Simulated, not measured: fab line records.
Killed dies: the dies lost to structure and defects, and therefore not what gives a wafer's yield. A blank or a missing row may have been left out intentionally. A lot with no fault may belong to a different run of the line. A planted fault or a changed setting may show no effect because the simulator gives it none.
What tool caused it? -- flow nand harc -- 33 wafers from 11 lots sampled at 5 of the route's 1159 steps

WHAT THE GAUGES READ, wafer by wafer
NHARC_END_SORT_01.
lot,measured,on,defect limited yield (%),killed at array,killed at other,killed at periphery,killed dies,killed open,killed short,sort_bin_2_pct (%),sort_bin_3_pct (%),sort_bin_4_pct (%),sort n pass,sort rim yield pct (%),sort yield pct (%)
L676,day 20 09:02,prober-02,98.1 97.5 97.5,9 13 13,0 0 1,4 4 3,13 17 17,5 5 5,1 0 3,0.9 1.2 0.3,0 0.15 0.30,1.0 1.2 1.9,664 660 660,97.2 100.0 100.0,98.1 97.5 97.5

WHICH TOOL RAN EACH LOT (tool, then ch and the chambers of the sampled wafers, then the start)
lot,NHARC_A_M0_ETCH_34,NHARC_A_M0_PRE_CLEAN_29,NHARC_A_M0_PVD_20,NHARC_A_M0_PRE_CLEAN_31
L672,"rie diel-08 ch 0,1,3, day 17 03:01","pvd sputter-01, day 17 04:00 or earlier","pvd sputter-01, day 17 04:00","pecvd-04 ch 0,1,2, day 17 05:32"
L673,"rie diel-08 ch 1,2,3, day 17 18:29","pvd sputter-03, day 17 19:26 or earlier","pvd sputter-03, day 17 19:26","pecvd-02 ch 1,2, day 17 20:57"
L674,"rie diel-08 ch 0,1,2, day 17 18:56","pvd sputter-01, day 17 19:52 or earlier","pvd sputter-01, day 17 19:52","pecvd-03 ch 0,1,2, day 17 21:24"
L675,"rie diel-04 ch 0,1,2, day 18 00:10","pvd sputter-01, day 18 01:08 or earlier","pvd sputter-01, day 18 01:08","pecvd-03 ch 0,1,2, day 18 02:39"
L677,"rie diel-05 ch 2,3, day 18 04:56","pvd sputter-02, day 18 05:52 or earlier","pvd sputter-02, day 18 05:52","pecvd-03 ch 0,1, day 18 07:30"
L676,"rie diel-08 ch 1,2,3, day 18 09:20","pvd sputter-03, day 18 10:17 or earlier","pvd sputter-03, day 18 10:17","pecvd-03 ch 0,2, day 18 12:00"
L683,"rie diel-05 ch 0,2,3, day 20 11:43","pvd sputter-01, day 20 12:41 or earlier","pvd sputter-01, day 20 12:41","pecvd-03 ch 0,1,2, day 20 14:24"
L692,"rie diel-04 ch 0,2,3, day 22 18:39","pvd sputter-03, day 22 19:39 or earlier","pvd sputter-03, day 22 19:39","pecvd-03 ch 1,2, day 22 21:10"
L693,"rie diel-05 ch 0,1,2, day 22 23:35","pvd sputter-03, day 23 00:34 or earlier","pvd sputter-03, day 23 00:34","pecvd-02 ch 0,1,2, day 23 02:10"
L694,"rie diel-08 ch 0,2, day 23 09:04","pvd sputter-03, day 23 10:04 or earlier","pvd sputter-03, day 23 10:04","pecvd-04 ch 1,2, day 23 11:34"
L695,"rie diel-08 ch 0,2, day 23 13:31","pvd sputter-03, day 23 14:29 or earlier","pvd sputter-03, day 23 14:29","pecvd-03 ch 0,2, day 23 16:01"
- NHARC_A_M0_ETCH_34: etches the open film in N2/H2, target depth 40 nm, overetch 12 nm, time 43.94 s.
- NHARC_A_M0_PRE_CLEAN_29: time 30 s.
- NHARC_A_M0_PVD_20: deposits TaN, target thk 5 nm, time 8.06 s.
- NHARC_A_M0_PRE_CLEAN_31: time 12 s.

WHAT THE TOOLS THEMSELVES READ (means of the sampled wafers that have a number; where no wafer has one, the mark that the record gives instead)
NHARC_A_M0_ETCH_34.
lot,tool,drypump motor current A (A),h2 flow sccm (sccm),oes product au (a.u.),rf vpp V (V),showerhead plenum p Torr (Torr),throttle valve pct (%)
L672,rie diel-08,5.8,150.0,1.000,428.3,2.00,14.171
L673,rie diel-08,5.8,149.6,1.000,430.5,2.06,14.182
L674,rie diel-08,5.8,149.8,0.998,431.6,2.08,14.163
L675,rie diel-04,5.9,149.5,0.997,431.4,2.06,14.168
L677,rie diel-05,5.6,149.8,1.002,428.9,1.98,14.178
L676,rie diel-08,5.8,150.1,1.000,431.1,2.06,14.175
L683,rie diel-05,5.9,149.6,1.002,430.3,2.03,14.175
L692,rie diel-04,5.9,150.1,1.000,430.6,2.05,14.173
L693,rie diel-05,5.7,150.1,0.994,429.8,2.00,14.173
L694,rie diel-08,5.8,149.8,0.996,433.1,2.13,14.162
L695,rie diel-08,5.8,150.0,0.999,432.5,2.13,14.170

NHARC_A_M0_PRE_CLEAN_29.
lot,tool,heater power w (W)
L672,pvd sputter-01,420
L673,pvd sputter-03,389
L674,pvd sputter-01,395
L675,pvd sputter-01,382
L677,pvd sputter-02,371
L676,pvd sputter-03,445
L683,pvd sputter-01,421
L692,pvd sputter-03,413
L693,pvd sputter-03,409
L694,pvd sputter-03,416
L695,pvd sputter-03,462

NHARC_A_M0_PVD_20.
lot,tool,throttle valve pct (%)
L672,pvd sputter-01,29.6
L673,pvd sputter-03,29.8
L674,pvd sputter-01,29.4
L675,pvd sputter-01,30.2
L677,pvd sputter-02,29.8
L676,pvd sputter-03,29.4
L683,pvd sputter-01,29.5
L692,pvd sputter-03,29.1
L693,pvd sputter-03,28.8
L694,pvd sputter-03,28.6
L695,pvd sputter-03,28.8

NHARC_A_M0_PRE_CLEAN_31.
lot,tool,heater power w (W)
L672,pecvd-04,717
L673,pecvd-02,563
L674,pecvd-03,648
L675,pecvd-03,669
L677,pecvd-03,688
L676,pecvd-03,599
L683,pecvd-03,692
L692,pecvd-03,669
L693,pecvd-02,593
L694,pecvd-04,606
L695,pecvd-03,635

THE ANSWER, worked out from the rows above alone
Rule: the usual values come from the lots themselves. The widest of any qualifying gaps counts: lots, ordered by their means at a reading, are off when they make up no more than a third of the lots, leave a main group of 4 or more, and stand apart from it by 3 or more times the standard deviation of that group's means. A main group is skipped when, at the precision printed for the reading in the tables above, its means are all equal. A lot without any number at a reading at which 4 lots or more have one is off too. Where the step has rows for the other lots, those lots are counted as sound. Order of review: gauges by route order, followed by the tools' own readings, for which a lot's mean as printed above is used. At the first step where some lot is off, the reading lying furthest off is the one used; lots without a number count as furthest.
No lot is off at any reading shown: from this, nothing can be told.

WHAT THE SIMULATOR HAD INSERTED
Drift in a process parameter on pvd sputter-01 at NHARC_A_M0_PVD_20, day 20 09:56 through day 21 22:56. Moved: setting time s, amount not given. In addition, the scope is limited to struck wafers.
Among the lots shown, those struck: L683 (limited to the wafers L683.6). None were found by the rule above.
